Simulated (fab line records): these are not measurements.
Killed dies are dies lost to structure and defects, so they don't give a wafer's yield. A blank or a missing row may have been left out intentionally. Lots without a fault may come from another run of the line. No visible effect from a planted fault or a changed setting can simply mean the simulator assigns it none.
8D (eight disciplines) problem report, filled in by code    flow n5-finfet    the parts of the form that need people (team, actions taken, sign-off) are left out

== 1. WHAT WENT WRONG ==
chamber-pressure-pa at N5_BEOL_M1_SPUTTER_92 reads a mean of 0.05583 Pa on 6 wafers of 2 lots; wafers without a fault read 0.06999 Pa with a standard deviation of 0.00016. That is -88 standard deviations from the usual mean.
The step: material Cu, target thk 4.5 nm, time 8.29 s.
The first sign was on wafer L872.2 at day 10 18:27, on pvd-sputter-03. Wafers with a number at this step in the record: 33, from 11 lots. Rule for "out", or "out of limits": more than 4 standard deviations from the usual mean. Any other wafer with a number is counted as sound.

== 2. WHAT IT IS AND WHAT IT IS NOT ==
question                     is                                       is not
which readings at this step  chamber-pressure-pa, throttle-valve-pct  chuck-gas-flow-sccm
which lots                   L872, L873                               L855, L856, L857, L859, L860, L866, L867, L870, L877
which wafers of those lots   all that have a number                   -
read on which tools          pvd-sputter-03                           pvd-sputter-01, pvd-sputter-02
when                         from day 10 18:27                        up to then (24 sound wafers); but 3 sound wafers of L877 came after

== 3. THE SUSPECTS, EACH WITH WHAT RULES IT OUT ==
Counting: a tool at any process step up to the reading remains a suspect when it ran all the lots that are out and ran no sound lot after the first of those.
- pvd-sputter-03 at N5_BEOL_M1_ANNEAL_89 (time 240 s): kept. All lots that are out passed through it, beginning with L872 at day 10 18:05, and no sound lot followed; its final sound lot before that point was L866 at day 9 14:40.
- pvd-sputter-03 at N5_BEOL_M1_SPUTTER_92 (material Cu, target thk 4.5 nm, time 8.29 s): kept. All lots that are out passed through it, beginning with L872 at day 10 18:27, and no sound lot followed; its final sound lot before that point was L866 at day 9 15:01. Its own chamber-pressure-pa, throttle-valve-pct readings are out on those wafers.
Left after counting: pvd-sputter-03 at N5_BEOL_M1_ANNEAL_89, pvd-sputter-03 at N5_BEOL_M1_SPUTTER_92.

== 4. THE CAUSE (what the simulator had put in) ==
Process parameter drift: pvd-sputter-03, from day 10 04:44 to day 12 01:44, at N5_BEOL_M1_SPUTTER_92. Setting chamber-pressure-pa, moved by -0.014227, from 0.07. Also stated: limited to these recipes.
Of the 2 suspects that counting leaves, this tool is one.

== 5. SEQUENCE OF EFFECTS, ordered by route ==
Rows list readings where the struck wafers' mean (over those with a number) sits beyond 3 standard deviations from the usual. Only readings whose record carries a usual standard deviation are examined. hours: median over the lots of the time between each lot's start at the first step of this table that gives one and its start at this step. sigmas: the change, counted in usual standard deviations.
hours  step                   reading              usual       on struck wafers  change    sigmas
0      N5_BEOL_M1_SPUTTER_92  chamber-pressure-pa  0.06999 Pa  0.05583           -0.01416  -88
0      N5_BEOL_M1_SPUTTER_92  throttle-valve-pct   29.9 %      34.1              +4.2      +5.2
Process steps it contains:
- N5_BEOL_M1_SPUTTER_92: material Cu, target thk 4.5 nm, time 8.29 s.
Later steps that measure or inspect, where all struck wafers having a row at the step show a number for every such reading and not one has moved that far: N5_BEOL_M4_RC_MEAS_101.

== 6. HOW IT WOULD HAVE BEEN CAUGHT EARLIER ==
In this record the first reading out of limits was taken at day 10 18:27, 14 hours after the fault began at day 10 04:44.
